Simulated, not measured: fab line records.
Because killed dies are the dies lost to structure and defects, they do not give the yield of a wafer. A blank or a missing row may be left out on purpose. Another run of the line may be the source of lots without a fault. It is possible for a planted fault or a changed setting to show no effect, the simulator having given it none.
A struck lot beside a sound one || flow nandHarc || 15 out of 1159 route steps
Sound: the wafers L837.3, L837.4, L837.5. Wafers L839.1, L839.3, L839.4 were the ones struck. The cause is named last.
Each step with rows lists, per side, the tool, then ch with its chambers, then its first start. Under that, the readings that differ: sound wafers || struck wafers || difference of the means || sigmas: that difference in standard deviations of wafers without a fault.
alike: words and numbers the same on both sides, and readings whose means are apart by under 2 such deviations; not compared: readings that were withheld, readings missing a value for some wafer, numbers with overlapping values and no deviation given by the record, and bounds like >300 which may hide the same value.
A row with sigmas, a row that says differs or no value, or rows on one side alone: a step with any of these is where the two part. When numbers do not overlap yet have no deviation, they are printed without sigmas and do not part them. A reading that every wafer of one side lacks parts them only if that side has two wafers or more.

NHARC_A_ZERO_WELL_DESCUM_12: chemistry O2, time 3 s.
  sound on rieDiel-12 ch 0,2, day 7 07:57; struck on rieDiel-12 ch 0,1,3, day 7 10:39
  alike: drypumpMotorCurrentA, oesProductAu, rfVppV, showerheadPlenumPTorr, throttleValvePct
  not compared: rfHoursCounterH
NHARC_A_ZERO_WELL_ETCH_19: etches the open film in N2/H2, target depth 80 nm, overetch 24 nm, time 87.88 s.
  sound on rieDiel-12 ch 1,2, day 7 08:02; struck on rieDiel-12 ch 0,1,3, day 7 10:44
  alike: drypumpMotorCurrentA, oesProductAu, rfVppV, showerheadPlenumPTorr, throttleValvePct
  not compared: rfHoursCounterH
NHARC_A_ZERO_WELL_ETCH_13: etches the open film in HBr/Cl2, target depth 120 nm, time 40.1 s.
  sound on rieSi-03 ch 2,3, day 7 08:09; struck on rieSi-02 ch 1,2,3, day 7 10:51
  alike: drypumpMotorCurrentA, oesProductAu, throttleValvePct
  not compared: rfHoursCounterH
then, 4 steps without rows for these wafers: NHARC_A_ZERO_WELL_STRIP_14 (strips in SPM, time 900 s); NHARC_A_ZERO_WELL_IMPLANT_15; NHARC_A_ZERO_WELL_PRECLEAN_22 (cleans in SC1, time 60 s); NHARC_A_ZERO_WELL_SRD_23.
NHARC_A_ZERO_WELL_RTA_16: time 10 s.
  sound on rtpAnneal-02 ch 0, day 7 09:08; struck on rtpAnneal-02 ch 0, day 7 11:46
  alike: lampPowerPct, wafer_temp_C_max
NHARC_A_ZERO_WELL_INSPECT_17:
  sound: defectInspect-02 at day 7 09:16; struck: defectInspect-02 at day 7 11:58
{"reading": "rawDefectCount", "sound": "35 14 22", "struck": "16 8 4", "difference": -14, "sigmas": -2}
then, 2 steps without rows for these wafers: NHARC_A_SOURCE_PLATE_PRECLEAN_00 (cleans in HF-LAST, time 60 s); NHARC_A_SOURCE_PLATE_SRD_01.
NHARC_A_SOURCE_PLATE_OXIDE_02: material SiO2, target thk 10 nm, ox time 1362 s.
  sound on furnace-01 ch 0, day 7 12:38; struck on furnace-01 ch 0, day 7 16:35
  alike: oxTempC, oxTimeS, spikeTcBottomC, zonePowerTopPct, zonePowerUpperPct
NHARC_A_SOURCE_PLATE_THK_MEAS_09: measures by ellipsometry.
  sound: filmMetro-02 at day 7 16:41; struck: filmMetro-01 at day 7 20:58
{"reading": "thkNm (nm)", "sound": "9.4 8.9 10.5", "struck": "13.3 14.4 14.0", "difference": "+4.3", "sigmas": "+4"}
then, 1 step without rows for these wafers: NHARC_A_SOURCE_PLATE_PVD_04 (deposits WSi2, target thk 50 nm).
-- the record jumps here: 12 days lie between the struck wafers' starts before and after (it left off in module A_SOURCE_PLATE and takes up again in module END, whose first step shown is number 1159 of the route) --
NHARC_END_SORT_01:
  here the record holds rows for the struck wafers (prober-02 ch 0, day 19 21:08) but none for the sound ones

== WHERE THEY PART ==
First at NHARC_A_ZERO_WELL_INSPECT_17; last, within this record, at NHARC_END_SORT_01.

WHY: whatever the simulator had introduced
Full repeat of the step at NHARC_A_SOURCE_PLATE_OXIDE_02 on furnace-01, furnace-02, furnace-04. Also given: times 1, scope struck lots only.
